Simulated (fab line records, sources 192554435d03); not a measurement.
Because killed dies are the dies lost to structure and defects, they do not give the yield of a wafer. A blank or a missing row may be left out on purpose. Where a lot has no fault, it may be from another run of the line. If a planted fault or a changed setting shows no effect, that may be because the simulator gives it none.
fab line records | flow n5-finfet | part 1 of 2: steps 1 to 4 of 6
record: lots: 18 wafers: 54 last-day: 17
route steps=1938 shown BEOL_M0_SAQP@693 BEOL_M0_CUTY@713 BEOL_M0@734 BEOL_M1@768
lots untouched by any fault: they come from a run of this same line in which no faults occurred
start-h: start of the lot's first displayed wafer, in hours after the record's first day | wait-h: hours elapsed since this lot's preceding step | " same as the row above | L1.1+2: one row covering several wafers at once | - value missing, or start not given | * or withheld: withheld | < > ~ a bound
route shown NAME@n: a module of which the file shows steps, and the number in the route of the first | usual: mean/standard deviation of fault-free wafers | same: alike in all rows | chamber/n: place in a boat | sites: per-site readings | _std_site: the standard deviation of these | _edge_site: the outer-site mean with the inner-site mean subtracted | radius-mm: how far each site lies from the wafer's centre | mask NAME#n: copy n | behind: the tool/chamber that last shaped the wafer | hold: why the lot was held/for how many hours/how that ended | device: names the non-switching transistor (n, p or np) | end of line: the tests these same wafers got at the end of their route | step lacking rows: just its recipe | killed: the dies lost at the first sort to structure and to defects; this is not the yield of the wafer | map: the dies of a wafer, with x for killed, . for not killed, _ for no die there
set.NAME: the setting the step ran with; set.NAME@STEP: the setting that earlier step ran with | model.NAME: the simulator's own value behind a step, which no gauge read
route steps across a sampled set of lots; one table per step, one row per wafer
services: when a tool's chamber went out of use (start-h, in hours from the record's first day, below 0 if earlier), for how many hours, and the reason
== steps ==
step: N5_BEOL_M0_SAQP_ETCH_88
recipe: chemistry: N2/H2 target: underlayer target-depth-a: 65 time-s: 5.2 ion-energy-ev: 200 mask-material: CAR-EUV pressure-mtorr: 30 source-w: 840 bias-w: 150 n2-flow-sccm: 200 h2-flow-sccm: 200 ends: cleared
usual: drypump-motor-current-A: 5.9/0.53 etch-rf-on-time-s: 5.24/0.1 oes-product-au: 0.68/0.068 rf-vpp-V: 524.5/2.8 showerhead-plenum-p-Torr: 2.56/0.09 throttle-valve-pct: 17.85/0.21
columns lot.wafer tool chamber start-h wait-h drypump-motor-current-A etch-rf-on-time-s oes-product-au rf-hours-counter-h rf-vpp-V showerhead-plenum-p-Torr throttle-valve-pct
L074.1 rie-diel-06 3 110.79 0.0 6.6 5.20 0.73 60 522.0 2.48 17.77
L074.3 " 2 " " 6.5 5.22 0.67 132 526.0 2.54 17.81
L074.5 " 1 " " 5.5 5.31 0.63 - 520.1 2.44 17.86
L076.1 rie-diel-02 1 129.90 0.0 5.5 5.38 0.65 141 526.1 2.66 18.05
L076.4 " 1 " " 5.6 5.38 0.64 - 529.3 2.66 18.05
L076.5 " 3 " " 6.6 5.37 0.58 - 524.9 2.60 17.83
L077.1 rie-diel-06 2 130.15 0.0 6.5 5.25 0.66 136 525.4 2.54 17.76
L077.4 " 0 " " 5.7 5.16 0.76 27 528.3 2.60 17.59
L077.6 " 0 " " 5.7 5.16 0.76 - 524.6 2.60 17.58
L078.1 rie-diel-02 2 134.33 0.0 5.1 5.36 0.68 74 523.1 2.47 17.69
L078.2 " 3 " " 6.6 5.33 0.58 246 525.4 2.60 17.84
L078.3 " 1 " " 5.5 5.42 0.63 143 527.4 2.66 18.06
L079.2 rie-diel-02 3 141.29 0.0 6.6 5.37 0.58 249 527.1 2.60 17.83
L079.3 " 0 " " 5.1 5.11 0.85 1 531.8 2.72 18.00
L079.5 " 2 " " 5.1 5.28 0.69 - 521.4 2.47 17.67
L080.1 rie-diel-05 1 147.56 0.0 5.8 5.31 0.64 168 527.4 2.65 18.14
L080.2 " 3 " " 5.8 5.32 0.58 242 519.8 2.40 18.17
L080.6 " 3 " " 5.8 5.32 0.57 - 519.6 2.40 18.18
L081.2 rie-diel-06 3 167.20 0.0 6.5 5.22 0.71 75 520.6 2.48 17.82
L081.4 " 0 " " 5.7 5.15 0.74 38 526.6 2.60 17.59
L081.5 " 1 " " 5.5 5.37 0.62 - 521.9 2.43 17.93
L084.1 rie-diel-06 0 179.09 0.0 5.7 5.24 0.72 42 526.1 2.59 17.60
L084.3 " 2 " " 6.5 5.29 0.65 150 522.8 2.53 17.83
L084.5 " 3 " " 6.5 5.26 0.71 - 522.4 2.47 17.79
L086.2 rie-diel-06 0 192.77 0.0 5.7 5.18 0.73 46 527.5 2.59 17.61
L086.4 " 3 " " 6.6 5.23 0.70 83 521.7 2.47 17.83
L086.6 " 2 " " 6.5 5.30 0.65 - 524.5 2.53 17.84
L087.2 rie-diel-05 2 202.25 0.0 5.4 5.14 0.62 187 524.2 2.53 18.31
L087.3 " 1 " " 5.8 5.20 0.64 187 525.7 2.64 18.16
L087.4 " 0 " " 5.7 5.11 0.80 9 521.2 2.50 17.53
L088.3 rie-diel-02 1 204.98 0.0 5.6 5.24 0.62 169 527.2 2.65 18.07
L088.4 " 0 " " 5.1 5.07 0.77 - 529.3 2.71 18.04
L088.5 " 1 " " 5.6 5.23 0.63 - 527.0 2.65 18.10
L090.1 rie-diel-02 1 220.55 0.0 5.6 5.33 0.61 175 526.3 2.65 18.11
L090.2 " 3 " " 6.6 5.11 0.78 23 525.5 2.59 17.46
L090.3 " 0 " " 5.1 5.25 0.74 31 528.1 2.71 18.07
L091.1 rie-diel-02 0 227.35 0.0 5.1 5.05 0.76 34 527.3 2.71 18.06
L091.2 " 1 " " 5.6 5.27 0.62 178 526.0 2.64 18.10
L091.5 " 0 " " 5.1 5.12 0.77 - 527.8 2.71 18.07
L092.1 rie-diel-02 0 230.09 0.0 5.1 5.12 0.76 35 526.6 2.71 18.07
L092.4 " 3 " " 6.6 5.17 0.77 28 526.2 2.59 17.48
L092.5 " 3 " " 6.6 5.07 0.76 - 526.0 2.59 17.48
L093.1 rie-diel-05 3 234.88 0.0 5.8 5.11 0.79 12 527.8 2.71 17.77
L093.2 " 2 " " 5.4 5.14 0.62 198 523.2 2.53 18.29
L093.5 " 1 " " 5.9 5.24 0.63 - 527.3 2.63 18.19
L094.2 rie-diel-05 3 237.95 0.0 5.8 5.24 0.79 13 529.6 2.71 17.78
L094.3 " 2 " " 5.4 5.15 0.62 199 523.6 2.53 18.31
L094.5 " 0 " " 5.7 5.11 0.79 - 521.4 2.50 17.53
L096.1 rie-diel-06 3 252.23 0.0 6.6 5.28 0.70 99 521.8 2.47 17.86
L096.2 " 2 " " 6.5 5.27 0.64 172 524.8 2.53 17.84
L096.6 " 1 " " 5.5 5.34 0.61 - 516.7 2.42 17.96
L097.1 rie-diel-06 0 254.89 0.0 5.7 5.24 0.71 63 525.8 2.59 17.65
L097.2 " 2 " " 6.5 5.28 0.64 172 524.8 2.52 17.88
L097.4 " 3 " " 6.6 5.23 0.69 100 519.2 2.47 17.82
step: N5_BEOL_M0_SAQP_ETCH_49
recipe: chemistry: CF4/O2 target-depth-a: 370 target: SiO2 pressure-mtorr: 40 source-w: 535 bias-w: 49 Ar_flow_sccm: 100 cf4-flow-sccm: 100 O2_flow_sccm: 10 ion-energy-ev: 100
usual: drypump-motor-current-A: 5.8/0.49 oes_o_777_au: 0.81/0.083 oes-product-au: 0.81/0.087 rf-vpp-V: 239.8/1.8 showerhead-plenum-p-Torr: 2.23/0.074 throttle-valve-pct: 15.85/0.24
columns lot.wafer tool chamber start-h wait-h drypump-motor-current-A oes_o_777_au oes-product-au rf-hours-counter-h rf-vpp-V showerhead-plenum-p-Torr throttle-valve-pct
L074.1 rie-diel-06 1 111.60 0.3 5.5 0.74 0.75 162 240.4 2.12 15.81
L074.3 " 3 " " 6.6 0.86 0.86 60 237.9 2.15 15.78
L074.5 " 2 " " 6.5 0.78 0.79 - 241.4 2.22 15.92
L076.1 rie-diel-06 2 130.68 0.3 6.5 0.78 0.78 136 243.2 2.21 15.93
L076.4 " 0 " " 5.7 0.87 0.88 27 238.5 2.25 15.50
L076.5 " 2 " " 6.5 0.78 0.78 - 240.1 2.21 15.96
L077.1 rie-diel-06 1 130.93 0.3 5.5 0.74 0.75 166 240.4 2.12 15.81
L077.4 " 3 " " 6.5 0.86 0.84 64 237.8 2.15 15.79
L077.6 " 2 " " 6.5 0.77 0.78 - 241.9 2.21 15.95
L078.1 rie-diel-05 2 135.10 0.3 5.4 0.75 0.76 162 241.9 2.20 16.14
L078.2 " 3 " " 5.7 0.68 0.67 237 237.0 2.10 16.15
L078.3 " 1 " " 5.8 0.77 0.76 163 239.4 2.29 15.98
L079.2 rie-diel-02 3 142.33 0.3 6.6 0.70 0.67 249 241.7 2.25 15.95
L079.3 " 0 " " 5.1 0.95 0.98 1 238.9 2.35 15.96
L079.5 " 0 " " 5.1 0.96 0.99 - 238.4 2.35 15.97
L080.1 rie-diel-02 2 148.38 0.3 5.1 0.82 0.82 80 239.5 2.14 15.70
L080.2 " 1 " " 5.5 0.76 0.76 149 239.3 2.29 15.89
L080.6 " 0 " " 5.1 0.94 0.97 - 238.2 2.35 15.96
L081.2 rie-diel-05 2 169.79 0.3 5.4 0.74 0.74 174 242.2 2.19 16.18
L081.4 " 3 " " 5.8 0.67 0.67 - 238.8 2.09 16.17
L081.5 " 1 " " 5.8 0.76 0.75 - 236.8 2.29 16.00
L084.1 rie-diel-06 1 180.25 0.3 5.5 0.73 0.73 180 240.4 2.11 15.86
L084.3 " 2 " " 6.5 0.76 0.78 151 241.8 2.21 15.97
L084.5 " 3 " " 6.6 0.84 0.83 - 236.7 2.14 15.81
L086.2 rie-diel-05 0 195.39 0.3 5.6 0.95 0.96 7 240.0 2.17 15.40
L086.4 " 1 " " 5.9 0.75 0.74 - 238.3 2.28 16.03
L086.6 " 2 " " 5.4 0.74 0.73 - 242.1 2.19 16.21
L087.2 rie-diel-05 2 203.03 0.3 5.4 0.73 0.72 187 242.3 2.19 16.19
L087.3 " 1 " " 5.8 0.75 0.73 188 239.4 2.28 16.04
L087.4 " 0 " " 5.6 0.95 0.95 10 240.6 2.17 15.41
L088.3 rie-diel-02 1 205.76 0.3 5.6 0.74 0.74 169 238.1 2.28 15.93
L088.4 " 1 " " 5.5 0.75 0.75 - 239.0 2.28 15.92
L088.5 " 3 " " 6.6 0.94 0.93 - 241.4 2.25 15.51
L090.1 rie-diel-02 1 221.39 0.3 5.5 0.74 0.74 176 237.6 2.28 15.93
L090.2 " 0 " " 5.1 0.87 0.89 31 237.3 2.34 16.04
L090.3 " 3 " " 6.6 0.92 0.91 24 240.1 2.25 15.50
L091.1 rie-diel-02 0 228.86 0.4 5.1 0.86 0.89 34 236.7 2.34 16.03
L091.2 " 3 " " 6.6 0.92 0.90 27 242.0 2.24 15.52
L091.5 " 3 " " 6.6 0.91 0.91 - 241.1 2.24 15.52
L092.1 rie-diel-05 1 230.86 0.3 5.8 0.74 0.74 197 237.2 2.28 16.05
L092.4 " 2 " " 5.4 0.72 0.73 197 241.6 2.19 16.21
L092.5 " 2 " " 5.4 0.73 0.72 - 240.9 2.19 16.21
L093.1 rie-diel-06 0 235.71 0.3 5.7 0.82 0.84 58 240.6 2.23 15.54
L093.2 " 3 " " 6.6 0.82 0.82 95 238.5 2.14 15.84
L093.5 " 2 " " 6.6 0.75 0.76 - 240.3 2.20 16.01
L094.2 rie-diel-05 2 239.62 0.3 5.4 0.73 0.73 199 242.0 2.19 16.22
L094.3 " 3 " " 5.7 0.91 0.92 13 240.7 2.35 15.70
L094.5 " 0 " " 5.7 0.92 0.92 - 241.5 2.16 15.44
L096.1 rie-diel-02 1 253.01 0.3 5.5 0.73 0.74 185 237.8 2.28 15.94
L096.2 " 0 " " 5.1 0.86 0.88 41 236.9 2.34 16.03
L096.6 " 0 " " 5.1 0.87 0.87 - 238.7 2.34 16.05
L097.1 rie-diel-02 1 255.67 0.3 5.6 0.73 0.73 186 238.2 2.28 15.95
L097.2 " 3 " " 6.5 0.89 0.88 34 240.6 2.24 15.52
L097.4 " 0 " " 5.1 0.86 0.88 41 237.9 2.34 16.05
step: N5_BEOL_M0_SAQP_STRIP_75
recipe: chemistry: CF4 resist: SiARC power-w: 300 bias-power-w: 75 pressure-mtorr: 50 cf4-flow-sccm: 150 rf-frequency-hz: 6e+07
usual: drypump-motor-current-A: 5.8/0.49 oes-product-au: 0.188/0.019 power-w: 300.0/0.87 rf-vpp-V: 271.5/1.5 showerhead-plenum-p-Torr: 1.81/0.06 throttle-valve-pct: 13.57/0.25
columns lot.wafer tool chamber start-h wait-h drypump-motor-current-A oes-product-au power-w rf-hours-counter-h rf-vpp-V showerhead-plenum-p-Torr throttle-valve-pct
L074.1 rie-diel-06 1 111.70 0.1 5.5 0.171 299.0 162 269.9 1.72 13.54
L074.3 " 3 " " 6.6 0.198 299.8 60 269.1 1.75 13.48
L074.5 " 2 " " 6.5 0.183 300.5 - 270.6 1.80 13.67
L076.1 rie-diel-06 2 130.78 0.1 6.5 0.184 299.7 136 270.5 1.80 13.66
L076.4 " 0 " " 5.7 0.200 301.3 27 271.2 1.83 13.19
L076.5 " 2 " " 6.5 0.183 299.0 - 272.1 1.80 13.66
L077.1 rie-diel-06 1 131.03 0.1 5.5 0.170 300.2 166 268.6 1.72 13.54
L077.4 " 3 " " 6.5 0.198 299.3 64 270.2 1.75 13.50
L077.6 " 2 " " 6.5 0.176 299.3 - 272.2 1.80 13.65
L078.1 rie-diel-05 2 135.20 0.1 5.4 0.175 299.5 162 271.1 1.79 13.87
L078.2 " 3 " " 5.7 0.152 299.6 237 270.1 1.71 13.92
L078.3 " 1 " " 5.9 0.178 298.9 163 272.6 1.86 13.71
L079.2 rie-diel-02 3 142.43 0.1 6.6 0.164 300.3 249 271.2 1.83 13.71
L079.3 " 0 " " 5.1 0.222 301.1 1 273.7 1.91 13.63
L079.5 " 0 " " 5.1 0.227 300.5 - 274.2 1.91 13.63
L080.1 rie-diel-02 2 148.48 0.1 5.0 0.183 300.6 80 269.7 1.74 13.43
L080.2 " 1 " " 5.6 0.178 300.0 149 271.5 1.87 13.63
L080.6 " 0 " " 5.1 0.225 300.3 - 273.6 1.91 13.63
L081.2 rie-diel-05 2 169.89 0.1 5.4 0.168 299.0 174 270.8 1.78 13.92
L081.4 " 3 " " 5.8 0.155 299.5 - 268.5 1.71 13.92
L081.5 " 1 " " 5.8 0.168 300.2 - 274.2 1.86 13.74
L084.1 rie-diel-06 1 180.35 0.1 5.5 0.171 299.3 180 269.2 1.72 13.58
L084.3 " 2 " " 6.5 0.174 299.8 151 270.6 1.80 13.73
L084.5 " 3 " " 6.5 0.196 302.1 - 270.3 1.75 13.54
L086.2 rie-diel-05 0 195.49 0.1 5.7 0.218 299.7 7 271.7 1.76 13.10
L086.4 " 1 " " 5.8 0.175 300.2 - 273.6 1.86 13.76
L086.6 " 2 " " 5.4 0.172 301.9 - 270.8 1.78 13.91
L087.2 rie-diel-05 2 203.13 0.1 5.4 0.172 299.2 187 271.6 1.78 13.94
L087.3 " 1 " " 5.8 0.174 299.9 188 274.1 1.86 13.76
L087.4 " 0 " " 5.6 0.221 299.7 10 272.0 1.76 13.12
L088.3 rie-diel-02 1 205.86 0.1 5.5 0.171 299.8 169 272.1 1.86 13.67
L088.4 " 1 " " 5.5 0.171 300.5 - 270.8 1.86 13.69
L088.5 " 3 " " 6.6 0.210 299.2 - 272.4 1.83 13.19
L090.1 rie-diel-02 1 221.49 0.1 5.6 0.172 299.8 176 273.1 1.86 13.69
L090.2 " 0 " " 5.1 0.210 300.9 31 274.4 1.90 13.70
L090.3 " 3 " " 6.6 0.209 301.2 24 270.7 1.82 13.21
L091.1 rie-diel-02 0 228.96 0.1 5.1 0.202 300.3 34 273.4 1.90 13.70
L091.2 " 3 " " 6.5 0.212 300.5 27 272.0 1.82 13.21
L091.5 " 3 " " 6.6 0.200 301.1 - 273.1 1.82 13.23
L092.1 rie-diel-05 1 230.96 0.1 5.9 0.176 300.8 197 272.1 1.85 13.77
L092.4 " 2 " " 5.4 0.170 301.4 197 269.7 1.78 13.96
L092.5 " 2 " " 5.4 0.172 298.0 - 271.5 1.78 13.96
L093.1 rie-diel-06 0 235.81 0.1 5.7 0.184 300.2 58 271.1 1.82 13.27
L093.2 " 3 " " 6.6 0.190 299.4 95 272.0 1.74 13.55
L093.5 " 2 " " 6.5 0.174 299.6 - 269.9 1.79 13.76
L094.2 rie-diel-05 2 239.72 0.1 5.4 0.162 300.1 199 270.3 1.78 13.97
L094.3 " 3 " " 5.8 0.211 299.2 13 273.5 1.91 13.42
L094.5 " 0 " " 5.6 0.210 299.5 - 271.5 1.76 13.14
L096.1 rie-diel-02 1 253.11 0.1 5.5 0.170 301.6 185 271.1 1.85 13.72
L096.2 " 0 " " 5.1 0.199 299.3 41 273.4 1.90 13.71
L096.6 " 0 " " 5.1 0.194 299.5 - 272.9 1.90 13.72
L097.1 rie-diel-02 1 255.77 0.1 5.5 0.168 300.7 186 272.4 1.85 13.72
L097.2 " 3 " " 6.6 0.207 300.5 34 271.0 1.82 13.23
L097.4 " 0 " " 5.1 0.198 300.7 41 272.9 1.90 13.73
step: N5_BEOL_M0_CUTY_ETCH_63
recipe: chemistry: N2/H2 target: SOC target-depth-a: 827 overetch-a: 165 mask-material: SiARC temp-c: 40 ion-energy-ev: 200 time-s: 124 pressure-mtorr: 30 source-w: 840 bias-w: 150 n2-flow-sccm: 200 h2-flow-sccm: 200
usual: drypump-motor-current-A: 5.9/0.4 oes-product-au: 0.63/0.053 rf-vpp-V: 524.5/2 showerhead-plenum-p-Torr: 2.57/0.063 temp-c: 40.02/0.11 throttle-valve-pct: 17.96/0.15
columns lot.wafer tool chamber start-h wait-h drypump-motor-current-A oes-product-au rf-hours-counter-h rf-vpp-V showerhead-plenum-p-Torr temp-c throttle-valve-pct
L074.1 rie-diel-03 2 112.26 0.0 5.8 0.60 158 523.2 2.55 40.09 17.94
L074.3 " 3 " " 6.2 0.59 211 522.8 2.51 40.05 17.86
L074.5 " 1 " " 6.0 0.57 - 522.5 2.51 39.91 18.25
L076.1 rie-diel-03 3 131.29 0.0 6.1 0.59 217 523.1 2.51 39.89 17.88
L076.4 " 2 " " 5.8 0.60 163 523.3 2.54 39.78 17.95
L076.5 " 3 " " 6.2 0.59 - 522.9 2.51 39.97 17.88
L077.1 rie-diel-04 3 131.62 0.0 6.0 0.58 236 523.3 2.51 40.19 18.01
L077.4 " 1 " " 5.7 0.65 121 528.2 2.67 39.93 18.14
L077.6 " 3 " " 6.1 0.58 - 521.6 2.51 40.18 18.01
L078.1 rie-diel-04 2 136.09 0.0 5.1 0.60 173 524.9 2.53 40.25 18.04
L078.2 " 1 " " 5.7 0.65 123 527.0 2.67 40.20 18.13
L078.3 " 3 " " 6.0 0.58 238 522.1 2.51 39.95 18.03
L079.2 rie-diel-03 3 143.13 0.0 6.1 0.58 221 523.5 2.51 39.83 17.89
L079.3 " 1 " " 6.0 0.57 237 522.1 2.51 39.76 18.25
L079.5 " 2 " " 5.8 0.59 - 523.8 2.54 39.97 17.97
L080.1 rie-diel-04 2 148.91 0.0 5.2 0.61 178 524.1 2.53 40.22 18.05
L080.2 " 3 " " 6.1 0.58 243 522.4 2.51 40.02 18.03
L080.6 " 1 " " 5.7 0.64 - 526.9 2.66 39.93 18.12
L081.2 rie-diel-04 0 170.79 0.0 5.4 0.58 224 523.4 2.52 39.93 17.95
L081.4 " 0 " " 5.4 0.57 - 522.8 2.51 39.83 17.95
L081.5 " 1 " " 5.7 0.63 - 526.6 2.66 39.97 18.15
L084.1 rie-diel-01 3 181.19 0.0 6.1 0.69 54 525.2 2.58 40.02 17.90
L084.3 " 1 " " 6.6 0.59 200 523.1 2.52 39.92 18.17
L084.5 " 2 " " 5.9 0.62 - 522.1 2.55 39.99 17.73
L086.2 rie-diel-01 0 196.06 0.0 6.5 0.71 36 528.0 2.70 39.98 17.87
L086.4 " 2 " " 5.9 0.61 153 522.6 2.55 40.08 17.77
L086.6 " 2 " " 5.9 0.62 - 523.6 2.55 40.04 17.78
L087.2 rie-diel-04 0 203.69 0.0 5.4 0.57 236 522.8 2.51 40.00 17.97
L087.3 " 2 " " 5.1 0.59 199 522.1 2.52 40.04 18.10
L087.4 " 3 " " 6.0 0.77 7 521.8 2.50 39.91 17.64
L088.3 rie-diel-04 1 206.29 0.0 5.7 0.63 150 527.1 2.65 39.89 18.18
L088.4 " 2 " " 5.2 0.59 200 524.4 2.52 40.05 18.10
L088.5 " 1 " " 5.7 0.63 - 527.9 2.65 40.01 18.19
L090.1 rie-diel-01 2 222.05 0.0 5.9 0.62 162 523.6 2.54 40.16 17.77
L090.2 " 1 " " 6.7 0.58 215 523.8 2.52 39.98 18.22
L090.3 " 0 " " 6.5 0.70 47 528.2 2.69 39.90 17.88
L091.1 rie-diel-01 3 231.52 0.0 6.1 0.68 72 524.4 2.57 40.01 17.94
L091.2 " 2 " " 5.9 0.60 165 524.6 2.54 40.13 17.79
L091.5 " 2 " " 5.9 0.60 - 523.3 2.54 40.20 17.79
L092.1 rie-diel-04 2 231.59 0.0 5.1 0.58 209 522.0 2.51 39.91 18.11
L092.4 " 1 " " 5.7 0.62 159 526.6 2.65 40.13 18.18
L092.5 " 3 " " 6.0 0.76 - 521.6 2.50 39.99 17.66
L093.1 rie-diel-01 0 236.34 0.0 6.4 0.69 51 527.7 2.69 40.03 17.88
L093.2 " 2 " " 5.9 0.61 167 524.6 2.54 39.97 17.76
L093.5 " 3 " " 6.1 0.68 - 524.5 2.57 39.90 17.93
L094.2 rie-diel-01 3 240.70 0.0 6.1 0.68 77 523.5 2.57 40.08 17.93
L094.3 " 2 " " 5.9 0.60 169 523.1 2.54 40.11 17.79
L094.5 " 3 " " 6.1 0.67 - 526.2 2.57 40.08 17.95
L096.1 rie-diel-01 2 253.67 0.0 5.9 0.60 175 525.1 2.54 39.97 17.79
L096.2 " 1 " " 6.7 0.58 220 523.0 2.51 40.07 18.20
L096.6 " 3 " " 6.1 0.66 - 523.7 2.56 40.09 17.94
L097.1 rie-diel-01 0 256.33 0.0 6.5 0.69 60 528.0 2.69 40.05 17.90
L097.2 " 2 " " 5.9 0.60 176 523.7 2.54 39.84 17.79
L097.4 " 3 " " 6.1 0.66 83 524.7 2.56 39.91 17.95
